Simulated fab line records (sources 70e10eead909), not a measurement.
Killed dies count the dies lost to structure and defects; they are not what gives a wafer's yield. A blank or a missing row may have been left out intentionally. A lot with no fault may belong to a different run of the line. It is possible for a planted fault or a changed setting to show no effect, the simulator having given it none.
fab line records | flow nand-harc
[record] lots = 13 | wafers = 39 | last-day = 34
route steps=1302 shown P_ZERO_WELL@14
lots untouched by any fault: they come from a run of this same line in which no faults occurred
start-h: the number of hours between the record's first day and the start of the first shown wafer of the lot | wait-h: hours from the lot's prior step to this one | " same as the row above | L1.1+2: a single row standing in for several wafers | - no value, or no start given | * or withheld: withheld | < > ~ a bound
route shown NAME@n: names a module that has steps shown in the file, with the first one's number in the route | usual: mean/standard deviation of fault-free wafers | same: alike in all rows | chamber/n: place in a boat | sites: the reading at each site | _std_site: standard deviation of those values | _edge_site: inner sites' mean taken away from outer sites' mean | radius-mm: how far each site lies from the wafer's centre | mask NAME#n: copy n | behind: the last tool/chamber to shape the wafer | hold: reason for holding the lot/hours on hold/outcome of the hold | device: the transistor (n, p or np) that didn't switch | end of line: the tests these same wafers got at the end of their route | a step with no rows: only its recipe | killed: count of dies lost to structure and defects at first sort (not the wafer's yield) | map: shows each die of a wafer: x if killed, . if not, _ if none is there
set.NAME: the run value of the setting; set.NAME@STEP: its run value at that earlier step | model.NAME: the simulator's own value behind a step, which no gauge read
a sample of lots followed through the steps of the route, with each step as a table and each wafer as a row
services: when a tool's chamber went out of use (start-h, in hours from the record's first day, below 0 if earlier), for how many hours, and the reason
[[steps]]
[step NHARC_P_ZERO_WELL_CD_MEAS_11]
[recipe] target-cd-nm = 500 | landing-energy-ev = 500
[usual] cd-nm = 500.4/1.8
[same] landing-energy-ev = 500
lot.wafer | tool      | chamber | start-h | wait-h | cd-nm
L718.1    | cd-sem-01 | 0       | 21.20   | -      | 502.7
L718.3    | "         | 0       | "       | "      | 500.7
L718.5    | "         | 0       | "       | "      | 503.3
L719.1    | cd-sem-01 | 0       | 31.24   | -      | 496.2
L719.2    | "         | 0       | "       | "      | 497.5
L719.4    | "         | 0       | "       | "      | 499.0
L721.1    | cd-sem-01 | 0       | 51.12   | -      | 504.5
L721.5    | "         | 0       | "       | "      | 500.9
L721.6    | "         | 0       | "       | "      | 501.3
L722.3    | cd-sem-02 | 0       | 62.48   | -      | 503.2
L722.5    | "         | 0       | "       | "      | 500.6
L722.6    | "         | 0       | "       | "      | 503.5
L724.3    | cd-sem-03 | 0       | 81.24   | -      | 501.3
L724.5    | "         | 0       | "       | "      | 501.6
L724.6    | "         | 0       | "       | "      | 499.7
L727.1    | cd-sem-03 | 0       | 111.12  | -      | 500.4
L727.5    | "         | 0       | "       | "      | 499.6
L727.6    | "         | 0       | "       | "      | 500.3
L728.3    | cd-sem-01 | 0       | 121.25  | -      | 498.3
L728.4    | "         | 0       | "       | "      | 499.7
L728.6    | "         | 0       | "       | "      | 498.9
L729.2    | cd-sem-01 | 0       | 131.11  | -      | 500.1
L729.4    | "         | 0       | "       | "      | 502.0
L729.6    | "         | 0       | "       | "      | 501.6
L730.1    | cd-sem-02 | 0       | 141.23  | -      | 500.0
L730.2    | "         | 0       | "       | "      | 499.2
L730.4    | "         | 0       | "       | "      | 500.6
L738.2    | cd-sem-01 | 0       | 221.24  | -      | 500.9
L738.3    | "         | 0       | "       | "      | 498.9
L738.4    | "         | 0       | "       | "      | 499.6
L739.1    | cd-sem-03 | 0       | 231.25  | -      | 500.9
L739.2    | "         | 0       | "       | "      | 500.7
L739.3    | "         | 0       | "       | "      | 501.0
L740.1    | cd-sem-01 | 0       | 241.11  | -      | 502.5
L740.2    | "         | 0       | "       | "      | 499.3
L740.5    | "         | 0       | "       | "      | 500.9
L741.2    | cd-sem-02 | 0       | 251.28  | -      | 496.9
L741.4    | "         | 0       | "       | "      | 498.8
L741.6    | "         | 0       | "       | "      | 497.8
[step NHARC_P_ZERO_WELL_DESCUM_26]
[recipe] time-s = 3 | o2-flow-sccm = 200 | ar-flow-sccm = 0 | bias-power-w = 0 | chemistry = O2
[usual] drypump-motor-current-A = 5.5/0.43 | oes-product-au = 0.998/0.0079 | rf-vpp-V = 57.7/0.84 | showerhead-plenum-p-Torr = 1.89/0.076 | throttle-valve-pct = 11.312/0.0088
lot.wafer | tool        | chamber | start-h | wait-h | drypump-motor-current-A | oes-product-au | rf-hours-counter-h | rf-vpp-V | showerhead-plenum-p-Torr | throttle-valve-pct
L718.1    | rie-diel-09 | 2       | 22.73   | -      | 4.9                     | 1.011          | 16                 | 58.7     | 1.99                     | 11.299
L718.3    | "           | 3       | "       | "      | 6.4                     | 1.005          | 14                 | 57.7     | 2.02                     | 11.318
L718.5    | "           | 3       | "       | "      | 6.4                     | 1.008          | -                  | 58.3     | 2.02                     | 11.316
L719.4    | rie-diel-04 | 3       | 32.82   | -      | 5.9                     | 1.003          | 9                  | 57.1     | 1.79                     | 11.316
L719.2    | "           | 0       | "       | "      | 5.7                     | 1.002          | 9                  | 59.0     | 1.90                     | 11.317
L719.1    | "           | 1       | "       | "      | 4.8                     | 1.004          | 8                  | 56.6     | 1.79                     | 11.307
L721.1    | rie-diel-09 | 3       | 52.67   | -      | 6.4                     | 1.007          | 21                 | 58.0     | 2.02                     | 11.304
L721.6    | "           | 3       | "       | "      | 6.4                     | 1.003          | -                  | 58.3     | 2.02                     | 11.315
L721.5    | "           | 0       | "       | "      | 5.8                     | 0.987          | -                  | 58.1     | 1.89                     | 11.318
L722.3    | rie-diel-08 | 1       | 64.02   | -      | 6.0                     | 0.997          | 12                 | 56.9     | 1.79                     | 11.300
L722.5    | "           | 2       | "       | "      | 5.2                     | 1.002          | -                  | 56.6     | 1.85                     | 11.308
L722.6    | "           | 3       | "       | "      | 5.2                     | 1.003          | -                  | 58.3     | 1.95                     | 11.296
L724.3    | rie-diel-04 | 0       | 82.76   | -      | 5.6                     | 1.001          | 24                 | 57.6     | 1.89                     | 11.319
L724.5    | "           | 0       | "       | "      | 5.7                     | 1.012          | -                  | 59.8     | 1.89                     | 11.300
L724.6    | "           | 1       | "       | "      | 4.8                     | 0.992          | -                  | 57.0     | 1.78                     | 11.313
L727.1    | rie-diel-04 | 2       | 112.91  | -      | 5.5                     | 1.000          | 29                 | 57.1     | 1.92                     | 11.306
L727.6    | "           | 1       | "       | "      | 4.8                     | 1.006          | -                  | 59.4     | 1.78                     | 11.308
L727.5    | "           | 2       | "       | "      | 5.5                     | 0.988          | -                  | 55.6     | 1.92                     | 11.324
L728.4    | rie-diel-04 | 1       | 122.64  | -      | 4.8                     | 1.009          | 37                 | 56.7     | 1.78                     | 11.328
L728.3    | "           | 2       | "       | "      | 5.6                     | 0.992          | 32                 | 58.5     | 1.91                     | 11.313
L728.6    | "           | 1       | "       | "      | 4.8                     | 0.997          | -                  | 58.0     | 1.78                     | 11.322
L729.2    | rie-diel-09 | 2       | 132.67  | -      | 4.9                     | 0.998          | 46                 | 58.7     | 1.98                     | 11.327
L729.4    | "           | 3       | "       | "      | 6.4                     | 0.994          | 46                 | 57.2     | 2.01                     | 11.307
L729.6    | "           | 1       | "       | "      | 5.5                     | 0.994          | -                  | 58.2     | 1.95                     | 11.311
L730.1    | rie-diel-09 | 1       | 142.76  | -      | 5.6                     | 0.996          | 53                 | 57.6     | 1.95                     | 11.294
L730.4    | "           | 2       | "       | "      | 4.9                     | 0.997          | 48                 | 57.6     | 1.98                     | 11.300
L730.2    | "           | 3       | "       | "      | 6.4                     | 1.000          | 48                 | 57.8     | 2.01                     | 11.306
L738.2    | rie-diel-09 | 2       | 222.88  | -      | 4.9                     | 0.998          | 24                 | 58.5     | 1.97                     | 11.307
L738.3    | "           | 3       | "       | "      | 6.4                     | 1.011          | 24                 | 57.8     | 2.00                     | 11.293
L738.4    | "           | 0       | "       | "      | 5.8                     | 1.006          | 24                 | 58.3     | 1.87                     | 11.322
L739.3    | rie-diel-09 | 2       | 232.67  | -      | 4.9                     | 0.998          | 28                 | 58.8     | 1.97                     | 11.310
L739.2    | "           | 3       | "       | "      | 6.4                     | 0.995          | 31                 | 59.3     | 2.00                     | 11.338
L739.1    | "           | 0       | "       | "      | 5.8                     | 0.997          | 31                 | 57.7     | 1.87                     | 11.318
L740.1    | rie-diel-08 | 2       | 242.83  | -      | 5.2                     | 0.988          | 16                 | 58.4     | 1.83                     | 11.312
L740.2    | "           | 0       | "       | "      | 5.4                     | 0.980          | 16                 | 57.5     | 1.83                     | 11.299
L740.5    | "           | 3       | "       | "      | 5.2                     | 0.983          | -                  | 56.2     | 1.93                     | 11.315
L741.4    | rie-diel-04 | 3       | 252.83  | -      | 5.9                     | 1.002          | 22                 | 56.5     | 1.77                     | 11.324
L741.2    | "           | 1       | "       | "      | 4.8                     | 1.003          | 25                 | 56.7     | 2.07                     | 11.300
L741.6    | "           | 0       | "       | "      | 5.7                     | 1.008          | -                  | 57.2     | 1.87                     | 11.315
[step NHARC_P_ZERO_WELL_EXPOSE_34]
[recipe] na = 0.6 | target-cd-nm = 720 | dose-mj = 22.31 | mask-id = P_PWELL
lot.wafer  | tool           | chamber | start-h | wait-h | mask
L718.1+3+5 | krf-scanner-01 | 0       | 24.06   | -      | P_PWELL#0
L719.1+2+4 | krf-scanner-02 | 0       | 34.13   | -      | P_PWELL#0
L721.1+5+6 | krf-scanner-01 | 0       | 53.88   | -      | P_PWELL#0
L722.3+5+6 | krf-scanner-01 | 0       | 65.19   | -      | P_PWELL#0
L724.3+5+6 | krf-scanner-01 | 0       | 84.10   | -      | P_PWELL#0
L727.1+5+6 | krf-scanner-03 | 0       | 114.08  | -      | P_PWELL#0
L728.3+4+6 | krf-scanner-03 | 0       | 123.84  | -      | P_PWELL#0
L729.2+4+6 | krf-scanner-03 | 0       | 133.85  | -      | P_PWELL#0
L730.1+2+4 | krf-scanner-02 | 0       | 144.07  | -      | P_HVPW#0
L738.2+3+4 | krf-scanner-02 | 0       | 224.06  | -      | P_PWELL#0
L739.1+2+3 | krf-scanner-03 | 0       | 233.98  | -      | P_PWELL#0
L740.1+2+5 | krf-scanner-03 | 0       | 244.03  | -      | P_PWELL#0
L741.2+4+6 | krf-scanner-03 | 0       | 254.04  | -      | P_PWELL#0
[step NHARC_P_ZERO_WELL_CD_MEAS_37]
[recipe] target-cd-nm = 720 | landing-energy-ev = 500
[usual] cd-nm = 719.3/1.4
[same] landing-energy-ev = 500
lot.wafer | tool      | chamber | start-h | wait-h | cd-nm
L718.1    | cd-sem-02 | 0       | 24.21   | -      | 720.0
L718.3    | "         | 0       | "       | "      | 720.3
L718.5    | "         | 0       | "       | "      | 718.7
L719.1    | cd-sem-03 | 0       | 34.28   | -      | 719.5
L719.2    | "         | 0       | "       | "      | 720.2
L719.4    | "         | 0       | "       | "      | 720.3
L721.1    | cd-sem-01 | 0       | 54.03   | -      | 720.9
L721.5    | "         | 0       | "       | "      | 719.4
L721.6    | "         | 0       | "       | "      | 721.5
L722.3    | cd-sem-02 | 0       | 65.35   | -      | 718.1
L722.5    | "         | 0       | "       | "      | 719.6
L722.6    | "         | 0       | "       | "      | 719.4
L724.3    | cd-sem-03 | 0       | 84.25   | -      | 719.6
L724.5    | "         | 0       | "       | "      | 718.1
L724.6    | "         | 0       | "       | "      | 718.5
L727.1    | cd-sem-02 | 0       | 114.24  | -      | 718.5
L727.5    | "         | 0       | "       | "      | 718.5
L727.6    | "         | 0       | "       | "      | 718.5
L728.3    | cd-sem-03 | 0       | 123.99  | -      | 719.0
L728.4    | "         | 0       | "       | "      | 719.1
L728.6    | "         | 0       | "       | "      | 719.0
L729.2    | cd-sem-03 | 0       | 134.01  | -      | 717.7
L729.4    | "         | 0       | "       | "      | 720.0
L729.6    | "         | 0       | "       | "      | 720.1
L730.1    | cd-sem-01 | 0       | 144.23  | -      | -
L730.2    | "         | 0       | "       | "      | -
L730.4    | "         | 0       | "       | "      | -
L738.2    | cd-sem-03 | 0       | 224.22  | -      | 718.2
L738.3    | "         | 0       | "       | "      | 717.8
L738.4    | "         | 0       | "       | "      | 719.2
L739.1    | cd-sem-03 | 0       | 234.14  | -      | 718.7
L739.2    | "         | 0       | "       | "      | 720.2
L739.3    | "         | 0       | "       | "      | 720.0
L740.1    | cd-sem-02 | 0       | 244.18  | -      | 718.5
L740.2    | "         | 0       | "       | "      | 718.7
L740.5    | "         | 0       | "       | "      | 718.0
L741.2    | cd-sem-02 | 0       | 254.20  | -      | 719.1
L741.4    | "         | 0       | "       | "      | 719.0
L741.6    | "         | 0       | "       | "      | 718.7
[step NHARC_P_ZERO_WELL_DESCUM_54]
[recipe] time-s = 3 | o2-flow-sccm = 200 | ar-flow-sccm = 0 | bias-power-w = 0 | chemistry = O2
[usual] drypump-motor-current-A = 5.6/0.46 | oes-product-au = 1.001/0.0075 | rf-vpp-V = 57.7/0.91 | showerhead-plenum-p-Torr = 1.90/0.074 | throttle-valve-pct = 11.311/0.0085
lot.wafer | tool        | chamber | start-h | wait-h | drypump-motor-current-A | oes-product-au | rf-hours-counter-h | rf-vpp-V | showerhead-plenum-p-Torr | throttle-valve-pct
L718.1    | rie-diel-09 | 3       | 25.96   | -      | 6.4                     | 0.991          | 15                 | 59.2     | 2.02                     | 11.309
L718.3    | "           | 1       | "       | "      | 5.6                     | 0.998          | 17                 | 58.0     | 1.96                     | 11.315
L718.5    | "           | 1       | "       | "      | 5.5                     | 0.989          | -                  | 57.7     | 1.96                     | 11.317
L719.4    | rie-diel-08 | 3       | 35.96   | -      | 5.3                     | 1.005          | 7                  | 57.5     | 1.95                     | 11.300
L719.1    | "           | 0       | "       | "      | 5.4                     | 1.000          | 6                  | 56.7     | 1.85                     | 11.309
L719.2    | "           | 1       | "       | "      | 6.0                     | 1.000          | 0                  | 58.0     | 1.79                     | 11.312
L721.1    | rie-diel-04 | 1       | 55.84   | -      | 4.8                     | 1.000          | 16                 | 56.2     | 1.78                     | 11.321
L721.6    | "           | 0       | "       | "      | 5.7                     | 1.001          | -                  | 59.2     | 1.89                     | 11.313
L721.5    | "           | 1       | "       | "      | 4.9                     | 0.999          | -                  | 55.5     | 1.78                     | 11.319
L722.3    | rie-diel-04 | 0       | 67.13   | -      | 5.7                     | 0.997          | 20                 | 55.6     | 1.89                     | 11.320
L722.6    | "           | 0       | "       | "      | 5.7                     | 1.005          | -                  | 57.6     | 1.89                     | 11.318
L722.5    | "           | 1       | "       | "      | 4.8                     | 1.005          | -                  | 57.7     | 1.78                     | 11.303
L724.3    | rie-diel-09 | 1       | 86.08   | -      | 5.6                     | 1.005          | 33                 | 57.2     | 1.96                     | 11.325
L724.6    | "           | 2       | "       | "      | 4.9                     | 1.009          | -                  | 59.2     | 1.98                     | 11.314
L724.5    | "           | 3       | "       | "      | 6.4                     | 1.016          | -                  | 59.1     | 2.02                     | 11.299
L727.1    | rie-diel-04 | 2       | 115.94  | -      | 5.6                     | 1.002          | 30                 | 57.6     | 1.92                     | 11.304
L727.6    | "           | 0       | "       | "      | 5.7                     | 1.007          | -                  | 58.2     | 1.89                     | 11.300
L727.5    | "           | 1       | "       | "      | 4.9                     | 1.008          | -                  | 58.2     | 1.78                     | 11.312
L728.3    | rie-diel-09 | 2       | 125.82  | -      | 4.9                     | 0.992          | 45                 | 58.1     | 1.98                     | 11.316
L728.4    | "           | 3       | "       | "      | 6.5                     | 0.999          | 45                 | 58.6     | 2.01                     | 11.309
L728.6    | "           | 1       | "       | "      | 5.6                     | 0.995          | -                  | 56.4     | 1.95                     | 11.312
L729.4    | rie-diel-04 | 3       | 135.81  | -      | 5.9                     | 1.010          | 41                 | 56.6     | 1.78                     | 11.297
L729.2    | "           | 0       | "       | "      | 5.7                     | 1.015          | 45                 | 57.6     | 1.89                     | 11.315
L729.6    | "           | 0       | "       | "      | 5.7                     | 1.013          | -                  | 56.9     | 1.89                     | 11.318
L730.2    | rie-diel-08 | 0       | 146.04  | -      | 5.4                     | 0.981          | 42                 | 57.0     | 1.84                     | 11.319
L730.1    | "           | 3       | "       | "      | 5.2                     | 1.007          | 45                 | 58.0     | 1.94                     | 11.307
L730.4    | "           | 0       | "       | "      | 5.4                     | 0.980          | -                  | 57.5     | 1.84                     | 11.318
L738.3    | rie-diel-08 | 3       | 227.93  | -      | 5.2                     | 1.002          | 9                  | 57.8     | 1.93                     | 11.307
L738.2    | "           | 2       | "       | "      | 5.2                     | 1.001          | 8                  | 58.8     | 1.84                     | 11.299
L738.4    | "           | 2       | "       | "      | 5.2                     | 0.993          | -                  | 57.5     | 1.84                     | 11.313
L739.3    | rie-diel-09 | 2       | 235.94  | -      | 4.9                     | 1.010          | 29                 | 59.3     | 1.97                     | 11.318
L739.1    | "           | 0       | "       | "      | 5.8                     | 1.013          | 31                 | 56.6     | 1.87                     | 11.304
L739.2    | "           | 1       | "       | "      | 5.6                     | 1.008          | 29                 | 58.0     | 1.94                     | 11.316
L740.1    | rie-diel-09 | 2       | 246.02  | -      | 4.9                     | 1.002          | 31                 | 60.3     | 1.97                     | 11.306
L740.2    | "           | 1       | "       | "      | 5.6                     | 0.996          | 31                 | 58.0     | 1.94                     | 11.303
L740.5    | "           | 3       | "       | "      | 6.5                     | 1.008          | -                  | 57.6     | 2.00                     | 11.309
L741.4    | rie-diel-08 | 0       | 255.89  | -      | 5.4                     | 0.997          | 19                 | 57.5     | 1.83                     | 11.303
L741.2    | "           | 2       | "       | "      | 5.3                     | 0.994          | 19                 | 58.0     | 1.83                     | 11.326
L741.6    | "           | 3       | "       | "      | 5.2                     | 0.997          | -                  | 58.7     | 1.93                     | 11.301
[[services]]
tool           | chamber | start-h | hours | kind
rie-diel-09    | 0       | -0.05   | -     | clean
rie-diel-04    | -       | 0.90    | 9.0   | pm
rie-diel-08    | -       | 13.83   | 9.0   | pm
rie-diel-09    | 0       | 24.16   | 9.7   | repair
rie-diel-08    | 0       | 27.22   | 1.4   | repair
krf-scanner-03 | -       | 30.60   | 0.2   | repair
rie-diel-09    | -       | 39.36   | 0.3   | repair
rie-diel-09    | 2       | 44.05   | 13.7  | repair
krf-scanner-03 | -       | 52.00   | 4.0   | pm
rie-diel-04    | 2       | 61.24   | 2.5   | repair
rie-diel-09    | 2       | 69.90   | 4.6   | repair
krf-scanner-02 | -       | 94.00   | 4.0   | pm
krf-scanner-02 | -       | 111.57  | 1.1   | repair
rie-diel-08    | 1       | 137.76  | 34.3  | repair
krf-scanner-01 | -       | 140.00  | 4.0   | pm
rie-diel-09    | -       | 143.45  | 9.0   | pm
rie-diel-09    | 0       | 169.92  | 1.6   | repair
rie-diel-04    | -       | 177.90  | 9.0   | pm
krf-scanner-03 | -       | 184.27  | 35.9  | repair
krf-scanner-01 | -       | 184.98  | 0.5   | repair
rie-diel-08    | -       | 190.83  | 9.0   | pm
krf-scanner-03 | -       | 224.00  | 4.0   | pm
rie-diel-08    | 1       | 225.35  | 11.8  | repair
rie-diel-08    | -       | 249.54  | 1.5   | repair
[[key]]
[first-sign] step = NHARC_P_ZERO_WELL_EXPOSE_34 | reading = mask | direction = changed
[effect] step = NHARC_P_ZERO_WELL_CD_MEAS_37 | reading = cd-nm | direction = missing
met-at NHARC_P_ZERO_WELL_EXPOSE_34
struck-lots L730
later-rows-left-out L730.1,L730.2,L730.4
sort-left-out L730.1,L730.2,L730.4
tester-left-out L730
not-acting-at NHARC_P_ZERO_WELL_CD_MEAS_11,NHARC_P_ZERO_WELL_DESCUM_26,NHARC_P_ZERO_WELL_DESCUM_54
onset-between 34.13 144.07
[fault] kind = wrong-mask | tool = any | chamber = - | onset-h = 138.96 | steps = NHARC_P_ZERO_WELL_EXPOSE_34 | aux-copy = P_HVPW#0 | scope = struck-lots-only
// tester-left-out: of these lots the tester's yield and bins aren't shown, on N5 and GAA mostly nor the transistor test; their killed dies are dies lost to structure and defects alone, not to doping, threshold or leakage, so they don't give the yield
// sort-left-out: the simulated sort isn't trusted on such a fault, so these wafers' sort isn't shown, and their yield isn't known
// later-rows-left-out: the simulator's readings of these wafers behind a module that went badly wrong aren't trusted and aren't shown, but for the sort
